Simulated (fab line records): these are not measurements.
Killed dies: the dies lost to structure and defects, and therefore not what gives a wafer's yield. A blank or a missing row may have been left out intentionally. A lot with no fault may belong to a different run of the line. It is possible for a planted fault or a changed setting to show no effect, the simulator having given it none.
Lot-split experiment -- flow n5_finfet -- on a route of 1938 steps: 7 lots, 21 wafers read

## ON THE SPLIT
At N5_BEOL_M4_PECVD_72 (deposits SiO2 from TEOS/O2, target thk 16 nm, time 18 s), the setting temp_c was moved away from the recipe's 400 C on 6 of the 21 wafers read, by -4.2% to +3.4%. All remaining wafers had this setting at the recipe value.

Reading taken at the split's own step.

## THE READING
SiO2_of_BEOL_M4_PECVD_72.thk_nm (the simulator's own value, which no gauge read), in nm, at N5_BEOL_M4_PECVD_72 (deposits SiO2 from TEOS/O2, target thk 16 nm, time 18 s). The file does not state a usual value for it. Across the 15 wafers here that went through the recipe, the average is 15.8 nm and the standard deviation 0.3 nm.

wafer,"tool, chamber at the split","temp_c as run, C",against the recipe,"SiO2_of_BEOL_M4_PECVD_72.thk_nm, nm",against lot-mates on the recipe
L074.2,"pecvd-02, 0",400,recipe,15.4,-
L074.3,"pecvd-02, 1",400,recipe,16,-
L074.4,"pecvd-02, 2",400,recipe,15.8,-
L075.3,"pecvd-02, 2",383,-4.2%,17.8,+2.0
L075.4,"pecvd-02, 0",383,-4.2%,17.6,+1.8
L075.5,"pecvd-02, 0",400,recipe,15.8,-
L076.2,"pecvd-02, 2",387.2,-3.2%,17,+1.3
L076.5,"pecvd-02, 2",400,recipe,15.8,-
L076.6,"pecvd-02, 0",400,recipe,15.6,-
L087.1,"pecvd-02, 0",389.3,-2.7%,16.8,+0.9
L087.2,"pecvd-02, 1",400,recipe,15.8,-
L087.4,"pecvd-02, 2",400,recipe,16,-
L093.2,"pecvd-04, 1",400,recipe,15.8,-
L093.3,"pecvd-04, 2",400,recipe,16,-
L093.4,"pecvd-04, 2",413.6,+3.4%,14.6,-1.3
L094.1,"pecvd-04, 1",400,recipe,15.8,-
L094.2,"pecvd-04, 0",392.9,-1.8%,16.8,+0.8
L094.5,"pecvd-04, 2",400,recipe,16.2,-
L095.3,"pecvd-03, 0",400,recipe,15.2,-
L095.4,"pecvd-03, 0",400,recipe,15.2,-
L095.5,"pecvd-03, 1",400,recipe,16.2,-

FIT RESULTS
A straight line over all 21 wafers: SiO2_of_BEOL_M4_PECVD_72.thk_nm changes by -0.417 nm for each +1% of temp_c; r = -0.93; the points scatter about the line by 0.29 nm.
The same after taking each lot's own level away (the mean of its wafers on the recipe; 21 wafers): -0.417 nm for each +1%; r = -0.95; scatter 0.24 nm.
On that fit, the largest move of temp_c shifts the reading by 1.8 nm.
Measured against the standard deviation above, the lots' own levels, which go from 15.53 to 16.00 nm, span 1.6 times it.
The two slopes are in agreement: the lot-to-lot level therefore moves the slope only a little.
Check: for one of the wafers moved furthest among these (-4.2%), held out of the fit, the line's prediction against its lot-mates is +1.7 nm. It came out at +2 nm against them.

## ADDITIONAL SPLITS CARRIED BY THESE WAFERS
Note: prior to the reading, these wafers also went through further splits. Each is held against what the fit with the lots' levels taken away leaves over:
other split on the same wafers,wafers away from the commonest value,r with SiO2_of_BEOL_M4_PECVD_72.thk_nm (lot level and that fit taken away)
N5_SD_EPI_N_EPI_21 temp_c,10,-0.12
N5_SDB_COAT_05 spin_rpm,5,-0.11
N5_HKMG_FIN_ETCH_58 source_w,9,-0.07
N5_HKMG_FIN_COAT_66 spin_rpm,7,+0.07
N5_MOL_CONTACT_COAG_EXPOSE_81 dose_mj,7,+0.00
N5_BEOL_M0_SAQP_COAT_08 spin_rpm,10,-0.03
N5_BEOL_M1_ETCH_64 bias_w,7,-0.06

## THE FILE'S OWN FIT
SiO2_of_BEOL_M4_PECVD_72.thk_nm changes by -0.408 nm for each +1% of temp_c, r = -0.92.
